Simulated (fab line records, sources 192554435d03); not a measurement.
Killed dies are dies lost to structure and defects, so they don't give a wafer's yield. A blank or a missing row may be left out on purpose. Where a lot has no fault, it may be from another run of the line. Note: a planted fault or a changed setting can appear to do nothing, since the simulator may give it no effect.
Comparing a struck lot with a sound one + flow n5-finfet + 37 steps out of a route of 1938
Sound: the wafers L155.2, L155.3, L155.5. Struck: wafers L162.3, L162.4. (L162.2 of the same lot was not struck and is left out.) The cause comes at the end.
Each step with rows lists, per side, the tool, then ch with its chambers, then its first start. Under that, the readings that differ: sound wafers + struck wafers + difference of the means + sigmas: that difference in standard deviations of wafers without a fault.
alike: same words and numbers on both sides, and readings whose means sit less than 2 such deviations apart. not compared: any withheld reading, any reading some wafer has no value for, any bound like >300 that may hide the same value, and any number with overlapping values for which the record gives no deviation.
A row with sigmas, a row that says differs or no value, or rows on one side alone: a step with any of these is where the two part. Numbers that don't overlap but have no deviation are shown without sigmas and don't part them. A reading missing from all wafers of one side parts the sides only when that side holds two or more wafers.

first, 8 steps without rows for these wafers: N5_MOL_CONTACT_COAG_SRD_139 (time 30 s); N5_MOL_CONTACT_COAG_PRE_CLEAN_121; N5_MOL_CONTACT_COAG_CVD_140 (deposits W, target thk 66.5 nm, time 215 s); N5_MOL_CONTACT_COAG_PRECLEAN_127 (cleans in DIW, time 57.5 s); N5_MOL_CONTACT_COAG_SRD_128 (dry time 32 s); N5_MOL_CONTACT_COAG_CMP_52 (polishes, stops on SiO2, t overpolish 1.5 s, target thk 66.5 nm); N5_MOL_CONTACT_COAG_ANNEAL_112 (time 1800 s); N5_BEOL_M0_SAQP_PECVD_00 (deposits SiCN from 3MS/NH3, target thk 8 nm, time 14 s).
N5_BEOL_M0_SAQP_ILD_DEP_01: deposits SiOC from DEMS/O2, target thk 45.419 nm, time 8.7 s.
  sound on pecvd-01 ch 1,2, day 7 18:20; struck on pecvd-01 ch 1,2, day 9 11:19
| reading                                           | sound        | struck    | difference | sigmas |
|---------------------------------------------------|--------------|-----------|------------|--------|
| model.SiOC_of_BEOL_M0_SAQP_ILD_DEP_01.thk-nm (nm) | 45.2 45 45.6 | 75.2 75.6 | +30.1      |        |
  alike: heater-power-w, showerhead-plenum-p-Torr, throttle-valve-pct
then, 25 steps without rows for these wafers: N5_BEOL_M0_SAQP_HM_DEP_02 (deposits TiN, target thk 12 nm); N5_BEOL_M0_SAQP_PECVD_03 (deposits SiCN from 3MS/NH3, target thk 12 nm, time 21.1 s); N5_BEOL_M0_SAQP_PECVD_96 (deposits a-Si from SiH4/He, target thk 45 nm, time 45.2 s); N5_BEOL_M0_SAQP_PECVD_97 (deposits SiNx from SiH4/NH3/N2, target thk 23 nm, time 19.9 s); N5_BEOL_M0_SAQP_PECVD_04 (deposits a-Si from SiH4/He, target thk 60 nm, time 60.2 s); N5_BEOL_M0_SAQP_HM_DEP_111 (deposits SiO2 from SiH4/N2O, target thk 12 nm, time 7.2 s); N5_BEOL_M0_SAQP_COAT_81 (time 60 s, resist thk 100 nm); N5_BEOL_M0_SAQP_COAT_82 (time 60 s, resist thk 30 nm); N5_BEOL_M0_SAQP_COAT_08 (resist thk 90 nm); N5_BEOL_M0_SAQP_EBR_10; N5_BEOL_M0_SAQP_SOFTBAKE_09 (time 60 s); N5_BEOL_M0_SAQP_EXPOSE_11 (exposes mask M0 CORE, target cd 42 nm); N5_BEOL_M0_SAQP_PEB_12 (peb time 60 s); N5_BEOL_M0_SAQP_DEVELOP_13 (develop time 30 s); N5_BEOL_M0_SAQP_DESCUM_19 (chemistry O2, time 7.9 s); N5_BEOL_M0_SAQP_ETCH_83 (etches SiARC in CF4, target depth 39 nm, time 65 s); N5_BEOL_M0_SAQP_ETCH_84 (etches SOC in N2/H2, target depth 100 nm, overetch 20 nm, time 150 s); N5_BEOL_M0_SAQP_STRIP_80 (strips in N2/H2); N5_BEOL_M0_SAQP_HM_OPEN_112 (chemistry CHF3/O2, target SiO2, stops on a-Si, target depth 12 nm, time 13.5 s); N5_BEOL_M0_SAQP_STRIP_113 (strips in CHF3/O2); N5_BEOL_M0_SAQP_MANDREL_ETCH_20 (etches a-Si in HBr/Cl2, stops on SiNx, target depth 60 nm, bt time 10 s, time 30 s); N5_BEOL_M0_SAQP_STRIP_86 (strips in N2/H2); N5_BEOL_M0_SAQP_STRIP_115 (strips in post etch residue remover, time 60 s); N5_BEOL_M0_SAQP_SRD_93 (time 30 s); N5_BEOL_M0_SAQP_RECESS_114 (chemistry HF/NH3, target SiO2, target depth 14.4 nm, afs cycles 3, sublimation time 60 s).
N5_BEOL_M0_CMP_120: polishes, stops on SiOC, t overpolish 6.9 s.
  sound on cmp-03 ch 0,1,3, day 8 08:50; struck on cmp-03 ch 0,3, day 10 02:58
| reading                                           | sound        | struck    | difference | sigmas |
|---------------------------------------------------|--------------|-----------|------------|--------|
| model.SiOC_of_BEOL_M0_SAQP_ILD_DEP_01.thk-nm (nm) | 39 38.8 39.4 | 69.2 69.6 | +30.3      |        |
  alike: barrier-field-endpoint-s, motor-current-A, overpolish-run-s, platen-rpm, time-to-endpoint-s
N5_BEOL_M0_RS_MEAS_126: measurement is done with a four-point probe.
  sound on film-metro-01, day 8 09:23; struck on film-metro-01, day 10 03:45
| reading        | sound             | struck      | difference | sigmas |
|----------------|-------------------|-------------|------------|--------|
| M0_RS (ohm/sq) | 0.539 0.524 0.542 | 0.298 0.294 | -0.239     | -18    |
-- record jumps: 3 days separate the struck wafers' starts on either side; left off in module BEOL_M0, taken up again in module BEOL_M4, whose first shown step is the route's number 1111 --
N5_BEOL_M4_RC_MEAS_101:
  sound on prober-01 ch 0, day 11 05:23; struck on prober-01 ch 0, day 13 11:36
| reading       | sound       | struck  | difference | sigmas |
|---------------|-------------|---------|------------|--------|
| ION_P (uA/um) | 470 477 471 | 451 454 | -20        | -3     |
  alike: DIBL_N, DIBL_P, IOFF_N, IOFF_P, ION_N, SS_N, SS_P, VT_N, VT_P

## WHERE THEY PART
First at N5_BEOL_M0_RS_MEAS_126; last, within this record, at N5_BEOL_M4_RC_MEAS_101.

WHY: what had been put in by the simulator
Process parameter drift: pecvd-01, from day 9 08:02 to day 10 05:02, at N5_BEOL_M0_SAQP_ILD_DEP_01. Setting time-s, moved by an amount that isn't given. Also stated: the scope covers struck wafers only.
